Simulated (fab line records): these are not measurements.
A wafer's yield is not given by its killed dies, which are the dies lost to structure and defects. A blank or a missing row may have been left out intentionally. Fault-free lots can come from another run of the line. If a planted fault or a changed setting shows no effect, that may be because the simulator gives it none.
Which tool did it?    flow nandHarc    14 lots (42 wafers sampled), 1 step of a 1302-step route

## WHAT THE GAUGES SHOWED, per wafer
NHARC_A_BLC_INSPECT_28.
lot   measured      on                rawDefectCount
L996  day 22 21:28  defectInspect-01  341 291 431
L997  day 22 22:35  defectInspect-01  390 478 485
L999  day 23 17:08  defectInspect-02  721 546 453
L998  day 23 17:43  defectInspect-01  654 800 616
L102  day 25 04:59  defectInspect-02  549 476 391
L103  day 25 06:07  defectInspect-01  708 604 532
L104  day 25 20:23  defectInspect-01  547 503 413
L109  day 27 22:39  defectInspect-02  661 438 529
L111  day 28 16:28  defectInspect-01  779 608 707
L110  day 29 01:13  defectInspect-01  472 484 586
L113  day 29 07:38  defectInspect-01  684 562 595
L117  day 30 20:56  defectInspect-01  425 540 397
L116  day 31 02:07  defectInspect-01  548 531 368
L119  day 32 07:49  defectInspect-01  689 707 319

## WHICH TOOL RAN EACH LOT (tool, then ch and the chambers of the sampled wafers, then the start)
The record holds no process step before these readings.

## WHAT THE TOOLS THEMSELVES READ (means of the sampled wafers that have a number; where no wafer has one, the mark that the record gives instead)
The record holds no such reading with a usual standard deviation.

## THE ANSWER, worked out from the rows above alone
Rule: the usual values come from the lots themselves. The widest of any qualifying gaps counts: lots, ordered by their means at a reading, are off when they make up no more than a third of the lots, leave a main group of 4 or more, and stand apart from it by 3 or more times the standard deviation of that group's means. If all means in a main group match to the digits the tables above print for the reading, that group is not used. Also off: a lot with no number at a reading for which 4 or more lots have one. Any other lot the step has rows for is counted as sound. The gauges are gone through in route order, then the tools' own readings, and for those a lot's mean is taken as printed above. The first step at which some lot is off is used, and at that step the reading that is off furthest; a lot without a number counts as furthest.
None of the lots is off at any reading shown; this tells nothing.

## WHAT THE SIMULATOR HAD INSERTED
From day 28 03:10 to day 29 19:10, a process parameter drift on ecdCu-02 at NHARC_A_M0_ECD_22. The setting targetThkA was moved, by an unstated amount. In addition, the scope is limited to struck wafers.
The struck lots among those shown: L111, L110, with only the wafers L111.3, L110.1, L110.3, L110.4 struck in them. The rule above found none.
